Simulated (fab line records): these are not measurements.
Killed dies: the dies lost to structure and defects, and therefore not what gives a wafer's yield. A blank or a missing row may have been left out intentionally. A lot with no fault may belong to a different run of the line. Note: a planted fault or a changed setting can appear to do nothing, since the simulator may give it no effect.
fab line records + flow n5Finfet
record:
- lots: 12
- wafers: 34
- lastDay: 18
route steps=1938 shown HKMG_FIN@457 GATE_CUT@467 PASSIVATION@1936
lots untouched by any fault: they come from a run of this same line in which no faults occurred
startH: hours from the record's first day to the start of the lot's first wafer shown + waitH: time in hours since the lot's previous step + " same as the row above + L1.1+2: several wafers, shown together as one row + - value missing, or start not given + * or withheld: withheld + < > ~ a bound
route shown NAME@n: a module of which the file shows steps, and the number in the route of the first + usual: mean and standard deviation over wafers with no fault + same: alike in all rows + chamber/n: place in a boat + sites: the reading at each site + _std_site: standard deviation of those values + _edge_site: outer sites' mean less inner sites' + radiusMm: how far each site lies from the wafer's centre + mask NAME#n: copy n + behind: the tool/chamber that last shaped the wafer + hold: why the lot was held/for how many hours/how that ended + device: which transistor (n, p or np) failed to switch + end of line: at the end of the route, the tests of the same wafers + step lacking rows: just its recipe + killed: not the wafer's yield, but the dies lost to structure and defects at the first sort + map: dies across one wafer; x = killed, . = not, _ = none there
set.NAME: the setting the step ran with; set.NAME@STEP: the setting that earlier step ran with + model.NAME: the simulator's own value behind a step, which no gauge read
one table for each step of the route and one row for each wafer, over a sample of lots
services: from which hour (startH, from the record's first day; less than 0 if before it) a tool's chamber was out of use, for how many hours, and why
== steps ==
step: N5_HKMG_FIN_ALD_72
recipe:
- material: W
- targetThkA: 20
- tempC: 300
- pressureTorr: 7.5
- aldPrecursorFamily: WF6
- aldCoReactant: B2H6
- pulseTimeS: 1
- purgeTimeS: 2
- coReactantPurgeTimeS: 2
- coReactantPulseTimeS: 3
- aldCycles: 7
usual:
- heaterPowerW: 519/46
- precursorPulseHeightRel: 1.002/0.019
same:
- pulseTimeS: 1
| lot.wafer | tool    | chamber | startH | waitH | heaterPowerW | precursorPulseHeightRel |
|-----------|---------|---------|--------|-------|--------------|-------------------------|
| L662.1    | cvdW-01 | 1       | 94.95  | 0.2   | 417          | 1.002                   |
| L662.2    | "       | 0       | "      | "     | 562          | 0.979                   |
| L662.5    | "       | 1       | "      | "     | 432          | 1.003                   |
| L663.1    | cvdW-01 | 1       | 97.09  | 0.2   | 432          | 1.001                   |
| L663.3    | "       | 0       | "      | "     | 544          | 1.006                   |
| L663.6    | "       | 0       | "      | "     | 550          | 1.016                   |
| L666.4    | cvdW-01 | 1       | 117.01 | 0.2   | 417          | 0.984                   |
| L666.5    | "       | 0       | "      | "     | 551          | 1.006                   |
| L668.4    | cvdW-02 | 1       | 126.90 | 0.2   | 534          | 1.003                   |
| L668.5    | "       | 0       | "      | "     | 547          | 1.004                   |
| L669.3    | cvdW-02 | 1       | 134.48 | 0.2   | 533          | 1.011                   |
| L669.5    | "       | 0       | "      | "     | 540          | 1.015                   |
| L669.6    | "       | 1       | "      | "     | 532          | 1.004                   |
| L670.2    | cvdW-01 | 0       | 138.86 | 0.2   | 551          | 1.005                   |
| L670.5    | "       | 1       | "      | "     | 420          | 1.014                   |
| L670.6    | "       | 0       | "      | "     | 553          | 1.021                   |
| L671.2    | cvdW-02 | 0       | 148.58 | 0.2   | 528          | 0.992                   |
| L671.3    | "       | 1       | "      | "     | 536          | 0.993                   |
| L671.5    | "       | 0       | "      | "     | 540          | 1.032                   |
| L675.1    | cvdW-01 | 0       | 175.34 | 0.2   | 548          | 0.999                   |
| L675.3    | "       | 1       | "      | "     | 427          | 0.997                   |
| L675.5    | "       | 0       | "      | "     | 561          | 0.963                   |
| L676.1    | cvdW-02 | 1       | 177.30 | 0.2   | 537          | 1.009                   |
| L676.2    | "       | 0       | "      | "     | 555          | 1.034                   |
| L676.6    | "       | 1       | "      | "     | 537          | 0.976                   |
| L681.4    | cvdW-01 | 0       | 208.27 | 0.2   | 558          | 0.998                   |
| L681.5    | "       | 1       | "      | "     | 428          | 0.998                   |
| L681.6    | "       | 0       | "      | "     | 562          | 0.991                   |
| L682.1    | cvdW-02 | 1       | 212.78 | 0.2   | 529          | 0.986                   |
| L682.3    | "       | 0       | "      | "     | 565          | 1.000                   |
| L682.5    | "       | 0       | "      | "     | 547          | 0.995                   |
| L683.2    | cvdW-02 | 1       | 219.23 | 0.2   | 534          | 1.044                   |
| L683.3    | "       | 1       | "      | "     | 547          | 0.996                   |
| L683.6    | "       | 1       | "      | "     | 538          | 0.993                   |
step: N5_HKMG_FIN_CMP_23
recipe:
- stopOn: SiNx
- tOverpolishS: 10
- postCmpClean: rinseOnly
- downForcePsi: 4
- platenRpm: 50.289
- padVelocityMS: 1.0006
- targetThkNm: 46.326
usual:
- edgeZonePressureFrac: 0.999/0.0048
- motorCurrentA: 12.1/1.4
- overpolishRunS: 10.000/0.0086
- timeToEndpointS: 11.1/2.4
| lot.wafer | tool   | chamber | startH | waitH | edgeZonePressureFrac | motorCurrentA | overpolishRunS | timeToEndpointS |
|-----------|--------|---------|--------|-------|----------------------|---------------|----------------|-----------------|
| L662.1    | cmp-02 | 3       | 95.12  | 0.0   | 0.995                | 13.4          | 10.001         | 8.4             |
| L662.2    | "      | 2       | "      | "     | 1.003                | 12.5          | 10.005         | 10.2            |
| L662.5    | "      | 3       | "      | "     | 0.998                | 12.0          | 9.991          | 8.9             |
| L663.1    | cmp-04 | 0       | 97.42  | 0.2   | 1.000                | 9.8           | 10.011         | 9.8             |
| L663.3    | "      | 1       | "      | "     | 1.001                | 12.5          | 9.984          | 7.4             |
| L663.6    | "      | 3       | "      | "     | 0.999                | 14.3          | 9.974          | 11.0            |
| L666.4    | cmp-02 | 1       | 117.32 | 0.2   | 1.002                | 11.1          | 9.990          | 10.5            |
| L666.5    | "      | 3       | "      | "     | 1.007                | 12.2          | 9.993          | 12.9            |
| L668.4    | cmp-02 | 2       | 127.29 | 0.3   | 0.994                | 12.5          | 9.995          | 10.4            |
| L668.5    | "      | 3       | "      | "     | 0.996                | 12.7          | 10.017         | 9.4             |
| L669.3    | cmp-03 | 3       | 134.74 | 0.1   | 0.998                | 11.4          | 9.986          | 10.5            |
| L669.5    | "      | 3       | "      | "     | 0.991                | 10.4          | 9.993          | 11.7            |
| L669.6    | "      | 0       | "      | "     | 1.000                | 13.9          | 9.981          | 11.2            |
| L670.2    | cmp-04 | 1       | 139.12 | 0.1   | 0.995                | 12.1          | 10.001         | 13.5            |
| L670.6    | "      | 0       | "      | "     | 0.995                | 9.9           | 9.996          | 10.9            |
| L670.5    | "      | 1       | "      | "     | 1.002                | 12.1          | 9.997          | 12.0            |
| L671.2    | cmp-02 | 1       | 148.83 | 0.1   | 0.996                | 11.4          | 9.995          | 7.2             |
| L671.3    | "      | 3       | "      | "     | 0.996                | 12.6          | 9.998          | 5.7             |
| L671.5    | "      | 0       | "      | "     | 1.006                | 12.1          | 9.998          | 9.4             |
| L675.3    | cmp-04 | 2       | 175.54 | 0.0   | 1.003                | 9.8           | 10.003         | 11.8            |
| L675.1    | "      | 3       | "      | "     | 0.999                | 14.3          | 10.004         | 11.7            |
| L675.5    | "      | 2       | "      | "     | 0.998                | 10.2          | 10.006         | 13.1            |
| L676.1    | cmp-04 | 1       | 177.55 | 0.1   | 0.994                | 12.6          | 10.009         | 9.8             |
| L676.2    | "      | 3       | "      | "     | 0.999                | 14.2          | 10.006         | 14.6            |
| L676.6    | "      | 0       | "      | "     | 1.001                | 9.8           | 9.991          | 12.1            |
| L681.4    | cmp-02 | 1       | 208.50 | 0.1   | 1.001                | 11.2          | 9.993          | 10.2            |
| L681.6    | "      | 0       | "      | "     | 0.995                | 13.0          | 9.991          | 11.0            |
| L681.5    | "      | 1       | "      | "     | 1.000                | 11.7          | 10.006         | 11.2            |
| L682.1    | cmp-02 | 3       | 213.03 | 0.1   | 1.001                | 12.4          | 10.014         | 9.5             |
| L682.3    | "      | 0       | "      | "     | 0.994                | 12.4          | 10.000         | 10.3            |
| L682.5    | "      | 3       | "      | "     | 0.993                | 11.9          | 9.993          | 10.1            |
| L683.3    | cmp-03 | 1       | 219.48 | 0.1   | 1.004                | 13.7          | 9.992          | 12.9            |
| L683.2    | "      | 2       | "      | "     | 1.000                | 12.4          | 10.003         | 15.0            |
| L683.6    | "      | 1       | "      | "     | 1.006                | 13.6          | 10.014         | 10.7            |
step: N5_GATE_CUT_ETCHBACK_30
recipe:
- chemistry: Cl2/Ar
- target: TiN
- targetDepthA: 30
- mode: isotropic
- pressureMtorr: 10
- icpW: 600
- biasW: 60
- Cl2_flow_sccm: 40
- Ar_flow_sccm: 60
usual:
- biasW: 60.00/0.17
- chamberPressureMTorr: 9.999/0.0088
- drypumpMotorCurrentA: 5.9/0.42
- oesProductAu: 0.82/0.1
- throttleValvePct: 20.91/0.27
| lot.wafer | tool        | chamber | startH | waitH | biasW | chamberPressureMTorr | drypumpMotorCurrentA | oesProductAu | rfHoursCounterH | throttleValvePct |
|-----------|-------------|---------|--------|-------|-------|----------------------|----------------------|--------------|-----------------|------------------|
| L662.1    | rieMetal-03 | 0       | 96.29  | 0.1   | 60.02 | 10.010               | 5.7                  | 0.58         | 146             | 21.12            |
| L662.2    | "           | 0       | "      | "     | 59.96 | 9.985                | 5.7                  | 0.59         | -               | 21.13            |
| L662.5    | "           | 0       | "      | "     | 59.98 | 10.009               | 5.7                  | 0.59         | -               | 21.11            |
| L663.1    | rieMetal-01 | 1       | 98.22  | 0.1   | 60.01 | 9.996                | 6.3                  | 0.71         | 60              | 21.30            |
| L663.3    | "           | 0       | "      | "     | 60.06 | 10.014               | 5.7                  | 0.78         | -               | 20.67            |
| L663.6    | "           | 0       | "      | "     | 60.24 | 9.995                | 5.7                  | 0.79         | -               | 20.70            |
| L666.4    | rieMetal-03 | 1       | 118.35 | 0.1   | 59.96 | 10.019               | 5.8                  | 1.00         | -               | 20.50            |
| L666.5    | "           | 1       | "      | "     | 60.09 | 9.988                | 5.8                  | 1.00         | -               | 20.51            |
| L668.4    | rieMetal-02 | 1       | 128.01 | 0.0   | 59.87 | 10.007               | 6.4                  | 0.93         | -               | 20.85            |
| L668.5    | "           | 0       | "      | "     | 60.27 | 9.997                | 5.0                  | 0.91         | -               | 20.99            |
| L669.3    | rieMetal-02 | 1       | 135.71 | 0.0   | 60.10 | 9.995                | 6.4                  | 0.93         | -               | 20.86            |
| L669.5    | "           | 1       | "      | "     | 60.34 | 9.989                | 6.4                  | 0.92         | -               | 20.89            |
| L669.6    | "           | 0       | "      | "     | 59.83 | 10.009               | 5.0                  | 0.90         | -               | 20.97            |
| L670.2    | rieMetal-01 | 1       | 140.00 | 0.1   | 59.92 | 9.995                | 6.2                  | 0.72         | 64              | 21.30            |
| L670.5    | "           | 1       | "      | "     | 59.93 | 10.000               | 6.2                  | 0.72         | -               | 21.32            |
| L670.6    | "           | 0       | "      | "     | 60.15 | 9.996                | 5.6                  | 0.77         | -               | 20.68            |
| L671.2    | rieMetal-01 | 0       | 149.70 | 0.1   | 59.57 | 9.991                | 5.6                  | 0.76         | 53              | 20.69            |
| L671.3    | "           | 0       | "      | "     | 59.91 | 9.992                | 5.7                  | 0.76         | -               | 20.69            |
| L671.5    | "           | 0       | "      | "     | 59.70 | 10.013               | 5.7                  | 0.76         | -               | 20.71            |
| L675.1    | rieMetal-01 | 0       | 176.50 | 0.1   | -     | -                    | -                    | -            | -               | -                |
| L675.3    | "           | 0       | "      | "     | -     | -                    | -                    | -            | -               | -                |
| L675.5    | "           | 0       | "      | "     | -     | -                    | -                    | -            | -               | -                |
| L676.1    | rieMetal-01 | 0       | 178.43 | 0.1   | -     | -                    | -                    | -            | -               | -                |
| L676.2    | "           | 1       | "      | "     | -     | -                    | -                    | -            | -               | -                |
| L676.6    | "           | 0       | "      | "     | -     | -                    | -                    | -            | -               | -                |
| L681.4    | rieMetal-02 | 0       | 209.38 | 0.0   | 59.95 | 9.989                | 5.1                  | 0.87         | -               | 21.03            |
| L681.5    | "           | 0       | "      | "     | 60.06 | 9.995                | 5.0                  | 0.88         | -               | 20.99            |
| L681.6    | "           | 1       | "      | "     | 59.97 | 10.000               | 6.4                  | 0.89         | -               | 20.89            |
| L682.1    | rieMetal-02 | 1       | 213.90 | 0.1   | 60.20 | 10.001               | 6.4                  | 0.90         | 14              | 20.87            |
| L682.3    | "           | 1       | "      | "     | 60.13 | 10.000               | 6.4                  | 0.89         | -               | 20.88            |
| L682.5    | "           | 0       | "      | "     | 60.05 | 9.987                | 5.1                  | 0.86         | -               | 21.02            |
| L683.2    | rieMetal-03 | 1       | 220.35 | 0.1   | 59.79 | 10.002               | 5.8                  | 0.90         | 10              | 20.54            |
| L683.3    | "           | 0       | "      | "     | 59.90 | 10.007               | 5.7                  | 0.92         | -               | 20.74            |
| L683.6    | "           | 1       | "      | "     | 60.03 | 9.994                | 5.8                  | 0.92         | -               | 20.53            |
step: N5_GATE_CUT_HM_DEP_46
recipe:
- material: SiO2
- targetThkA: 1300
- tempC: 400
- precursor: TEOS/O2
- pressureTorr: 6.5
- rfW: 900
- teosFlowSccm: 161.4
- gas: O2
- flowSccm: 2650
- timeS: 26.6
usual:
- heaterPowerW: 506/71
- showerheadPlenumPTorr: 8.34/0.038
- throttleValvePct: 18.6/0.74
| lot.wafer | tool     | chamber | startH | waitH | heaterPowerW | showerheadPlenumPTorr | throttleValvePct |
|-----------|----------|---------|--------|-------|--------------|-----------------------|------------------|
| L662.1    | pecvd-02 | 2       | 99.34  | 0.0   | 518          | 8.37                  | 17.7             |
| L662.2    | "        | 1       | "      | "     | 648          | 8.32                  | 19.1             |
| L662.5    | "        | 1       | "      | "     | 655          | 8.31                  | 19.1             |
| L663.1    | pecvd-01 | 2       | 101.61 | 0.0   | 510          | 8.31                  | 19.9             |
| L663.3    | "        | 0       | "      | "     | 518          | 8.27                  | 18.5             |
| L663.6    | "        | 2       | "      | "     | 515          | 8.31                  | 19.7             |
| L666.4    | pecvd-02 | 0       | 121.51 | 0.1   | 416          | 8.35                  | 18.5             |
| L666.5    | "        | 2       | "      | "     | 542          | 8.38                  | 17.9             |
| L668.4    | pecvd-03 | 1       | 131.04 | 0.1   | 598          | 8.37                  | 19.7             |
| L668.5    | "        | 2       | "      | "     | 345          | 8.40                  | 17.5             |
| L669.3    | pecvd-03 | 1       | 138.73 | 0.0   | 594          | 8.37                  | 19.6             |
| L669.5    | "        | 1       | "      | "     | 593          | 8.33                  | 19.6             |
| L669.6    | "        | 2       | "      | "     | 404          | 8.41                  | 17.3             |
| L670.2    | pecvd-02 | 0       | 143.02 | 0.0   | 512          | 8.34                  | 18.5             |
| L670.5    | "        | 0       | "      | "     | 508          | 8.38                  | 18.6             |
| L670.6    | "        | 1       | "      | "     | 657          | 8.33                  | 19.1             |
| L671.2    | pecvd-03 | 0       | 152.76 | 0.0   | 434          | 8.31                  | 18.5             |
| L671.3    | "        | 1       | "      | "     | 616          | 8.34                  | 19.4             |
| L671.5    | "        | 2       | "      | "     | 460          | 8.39                  | 17.7             |
| L675.1    | pecvd-03 | 2       | 179.50 | 0.0   | 430          | 8.38                  | 17.6             |
| L675.3    | "        | 0       | "      | "     | 478          | 8.31                  | 18.2             |
| L675.5    | "        | 1       | "      | "     | 559          | 8.33                  | 19.3             |
| L676.1    | pecvd-02 | 1       | 182.01 | 0.0   | 548          | 8.31                  | 19.0             |
| L676.2    | "        | 0       | "      | "     | 520          | 8.35                  | 18.6             |
| L676.6    | "        | 2       | "      | "     | 534          | 8.39                  | 17.9             |
| L681.4    | pecvd-03 | 1       | 212.39 | 0.1   | 636          | 8.37                  | 19.2             |
| L681.5    | "        | 2       | "      | "     | 439          | 8.39                  | 17.4             |
| L681.6    | "        | 0       | "      | "     | 500          | 8.31                  | 18.5             |
| L682.1    | pecvd-01 | 0       | 216.90 | 0.0   | 424          | 8.26                  | 18.4             |
| L682.3    | "        | 1       | "      | "     | 403          | 8.31                  | 19.3             |
| L682.5    | "        | 1       | "      | "     | 418          | 8.31                  | 19.4             |
| L683.2    | pecvd-01 | 0       | 223.35 | 0.0   | 535          | 8.27                  | 18.3             |
| L683.3    | "        | 1       | "      | "     | 496          | 8.31                  | 19.5             |
| L683.6    | "        | 1       | "      | "     | 507          | 8.35                  | 19.3             |
step: N5_PASSIVATION_PROBE_49
usual:
- killed_at_M0_to_M3: 35/11
- killed_at_M4_up: 14/5.4
- killedAtContacts: 13/6
- killedAtFrontEnd: 38/11
- killedAtOther: 3.4/2.6
- killedDies: 104/19
- killedOpen: 68/13
- killedShort: 34/8.5
same:
- grossDies: 1180
- killedAtBackSide: 0
| lot.wafer | tool      | chamber | startH | waitH | killed_at_M0_to_M3 | killed_at_M4_up | killedAtContacts | killedAtFrontEnd | killedAtOther | killedDies | killedOpen | killedShort |
|-----------|-----------|---------|--------|-------|--------------------|-----------------|------------------|------------------|---------------|------------|------------|-------------|
| L669.3    | prober-02 | -       | 362.69 | 0.1   | 19                 | 8               | 5                | 38               | 8             | 78         | 47         | 31          |
| L669.5    | prober-02 | -       | 362.79 | 0.2   | 40                 | 14              | 4                | 17               | 6             | 81         | 46         | 34          |
| L669.6    | prober-02 | -       | 362.84 | 0.3   | 52                 | 6               | 4                | 24               | 2             | 88         | 52         | 34          |
killed by level:class
L669.3 FIN_SAQP:geometricParticle:open=11 BEOL_M0_SAQP:geometricParticle:short=7 FIN_SAQP:geometricParticle:short=6 MOL_CONTACT_COAG:geometricParticle:open=5 PASS1_CAP:geometricParticle:open=5 BEOL_M2:geometricParticle:open=4 STARTING-WAFER:geometricParticle:short=4 BEOL_M3:geometricParticle:short=3
L669.5 BEOL_M2:geometricParticle:open=9 BEOL_M4:geometricParticle:open=9 BEOL_M3:geometricParticle:open=7 FIN_SAQP:geometricParticle:short=6 BEOL_M0_SAQP:geometricParticle:open=6 BEOL_M0_SAQP:geometricParticle:short=5 PASS1_CAP:geometricParticle:short=5 BEOL_M2:geometricParticle:short=4
L669.6 BEOL_M3:geometricParticle:open=13 BEOL_M0_SAQP:geometricParticle:short=12 BEOL_M0_SAQP:geometricParticle:open=11 FIN_SAQP:geometricParticle:open=5 BEOL_M0:geometricParticle:open=5 FIN_SAQP:geometricParticle:short=4 MOL_CONTACT_COAG:geometricParticle:open=3 BEOL_M2:geometricParticle:open=3
== services ==
| tool     | chamber | startH | hours | kind   |
|----------|---------|--------|-------|--------|
| pecvd-03 | 0       | 80.54  | 13.8  | repair |
| pecvd-03 | 1       | 94.01  | 14.0  | repair |
| pecvd-03 | 0       | 96.23  | 7.6   | repair |
| cvdW-01  | -       | 98.56  | 6.9   | pm     |
| pecvd-02 | 1       | 114.80 | 17.8  | repair |
| cmp-04   | -       | 116.23 | 0.2   | repair |
| pecvd-01 | -       | 119.74 | 4.3   | pm     |
| cmp-04   | -       | 121.85 | 0.5   | repair |
| pecvd-01 | 2       | 124.38 | 24.2  | repair |
| cmp-02   | -       | 131.24 | 4.0   | pm     |
| cvdW-02  | -       | 138.21 | 2.8   | pm     |
| pecvd-03 | -       | 143.45 | 0.3   | repair |
| pecvd-03 | -       | 154.35 | 1.2   | repair |
| cmp-02   | -       | 156.04 | 6.4   | pm     |
| cvdW-01  | -       | 159.65 | 2.8   | pm     |
| pecvd-01 | -       | 164.59 | 14.6  | pm     |
| cmp-02   | -       | 183.32 | 16.4  | pm     |
| cmp-04   | -       | 185.89 | 8.7   | pm     |
| cvdW-02  | 1       | 190.69 | 2.5   | repair |
| cmp-02   | -       | 200.38 | 0.2   | repair |
| pecvd-03 | -       | 203.07 | 0.6   | repair |
| cvdW-02  | -       | 206.28 | 3.1   | repair |
| pecvd-02 | -       | 213.43 | 0.8   | repair |
| cmp-04   | -       | 221.30 | 4.0   | pm     |
== key ==
firstSign:
- step: N5_GATE_CUT_ETCHBACK_30
- reading: toolRecord
- direction: missing
effect none on later readings
metAt N5_GATE_CUT_ETCHBACK_30
struckLots L675,L676
testerLeftOut L675,L676
notActingAt N5_HKMG_FIN_ALD_72,N5_HKMG_FIN_CMP_23,N5_GATE_CUT_HM_DEP_46
onsetBetween 149.70 176.50
fault:
- kind: skippedStepWhole
- tool: rieMetal-01
- chamber: -
- onsetH: 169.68
- steps: N5_GATE_CUT_ETCHBACK_30
- scope: struckLotsOnly
testerLeftOut: of these lots the tester's yield and bins aren't shown, on N5 and GAA mostly nor the transistor test; their killed dies are dies lost to structure and defects alone, not to doping, threshold or leakage, so they don't give the yield
